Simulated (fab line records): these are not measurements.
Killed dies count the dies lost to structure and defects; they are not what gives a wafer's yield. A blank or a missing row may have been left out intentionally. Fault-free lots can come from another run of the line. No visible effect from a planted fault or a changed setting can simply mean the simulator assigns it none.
Lot-split experiment	flow n5 finfet	21 wafers read across 7 lots, on a route 1938 steps long

SPLIT DETAILS
At N5_BEOL_M4_DESCUM_33 (chemistry O2, time 7 s), the setting time s was moved away from the recipe's 7 s on 12 of the 21 wafers read, by -22.4% to +20.0%. For the rest of the wafers, this setting stayed at what the recipe calls for.

FROM THE SPLIT TO THE READING: what the file shows between them, 3 steps
- N5_BEOL_M4_ETCH_77: etches underlayer in N2/H2, target depth 6.5 nm, time 5.2 s
- N5_BEOL_M4_ETCH_69: etches SiARC in CF4, target depth 15.6 nm, time 26 s
- N5_BEOL_M4_ALD_98: deposits SiO2, target thk 2.5 nm, pulse time 1 s, co reactant pulse time 1 s

THE READING
CAR-EUV_of_BEOL_M4_COAT_22.thk nm (the simulator's own value, which no gauge read), in nm, at N5_BEOL_M4_ETCHBACK_99 (etches SiO2 in CHF3, target depth 5 nm, time 10.4 s). The file does not state a usual value for it. Across the 9 wafers here that went through the recipe, the average is 10.4 nm and the standard deviation 0.16 nm.

wafer	tool, chamber at the split	time s as run, s	against the recipe	CAR-EUV_of_BEOL_M4_COAT_22.thk nm, nm	against lot-mates on the recipe
L076.1	rie diel-03, 1,3	7	recipe	10.4	-
L076.3	rie diel-03, 3	8.397	+20.0%	9.6	-0.7
L076.6	rie diel-03, 1,3	7	recipe	10.2	-
L082.2	rie diel-01, 1	8.375	+19.6%	9.6	-0.6
L082.4	rie diel-01, 2	7	recipe	10.2	-
L082.5	rie diel-01, 2	8.375	+19.6%	9.8	-0.4
L088.1	rie diel-04, 0,1	7	recipe	10.6	-
L088.3	rie diel-04, 0,1	7	recipe	10.6	-
L088.4	rie diel-04, 3	7	recipe	10.4	-
L090.1	rie diel-01, 2,3	8.253	+17.9%	9.8	-0.4
L090.2	rie diel-01, 0	7	recipe	10.2	-
L090.3	rie diel-01, 2,3	8.253	+17.9%	9.6	-0.6
L091.3	rie diel-01, 3	6.262	-10.5%	10.6	+0.2
L091.4	rie diel-01, 0	6.262	-10.5%	10.8	+0.4
L091.6	rie diel-01, 2	7	recipe	10.4	-
L092.1	rie diel-03, 1,0,2	5.434	-22.4%	11.2	no lot-mate on the recipe
L092.3	rie diel-03, 1,0,2	5.434	-22.4%	11.2	no lot-mate on the recipe
L092.4	rie diel-03, 1,0,2	5.434	-22.4%	11.2	no lot-mate on the recipe
L096.2	rie diel-03, 2	7	recipe	10.2	-
L096.3	rie diel-03, 0	7.586	+8.4%	10	-0.2
L096.5	rie diel-03, 0	7.586	+8.4%	10	-0.2
Where a row lists several chambers, the file gives one row for several wafers and doesn't say which wafer went through which chamber.

FIT RESULTS
A straight line over all 21 wafers: CAR-EUV_of_BEOL_M4_COAT_22.thk nm changes by -0.0365 nm for each +1% of time s; r = -0.97; the points scatter about the line by 0.13 nm.
The same after taking each lot's own level away (the mean of its wafers on the recipe; 18 wafers): -0.0283 nm for each +1%; r = -0.95; scatter 0.091 nm.
On that fit, the largest move of time s shifts the reading by 0.63 nm.
Measured against the standard deviation above, the lots' own levels, which go from 10.20 to 10.53 nm, span 2.1 times it.
So the slope is not independent of the lot-to-lot level: the two fits are not the same.
Check: for one of the wafers moved furthest among these (+20.0%), held out of the fit, the line's prediction against its lot-mates is -0.53 nm. Against them it came out at -0.7 nm.

THE WHOLE CHAIN: every reading that the file lists as answering this split, in the file's order
step	what it does	reading	change (the file's fit)	r (the file's)
N5_BEOL_M4_DESCUM_33	chemistry O2, time 7 s	CAR-EUV_of_BEOL_M4_COAT_22.thk nm (the simulator's own value, which no gauge read)	-0.0352 nm for each +1% of the setting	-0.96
N5_BEOL_M4_ETCH_77	etches underlayer in N2/H2, target depth 6.5 nm, time 5.2 s	CAR-EUV_of_BEOL_M4_COAT_22.thk nm (the simulator's own value, which no gauge read)	-0.0315 nm for each +1% of the setting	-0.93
N5_BEOL_M4_ETCH_69	etches SiARC in CF4, target depth 15.6 nm, time 26 s	CAR-EUV_of_BEOL_M4_COAT_22.thk nm (the simulator's own value, which no gauge read)	-0.0313 nm for each +1% of the setting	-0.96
N5_BEOL_M4_ETCHBACK_99	etches SiO2 in CHF3, target depth 5 nm, time 10.4 s	CAR-EUV_of_BEOL_M4_COAT_22.thk nm (the simulator's own value, which no gauge read)	-0.0292 nm for each +1% of the setting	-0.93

FILE'S OWN FIT
CAR-EUV_of_BEOL_M4_COAT_22.thk nm changes by -0.0292 nm for each +1% of time s, r = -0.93.
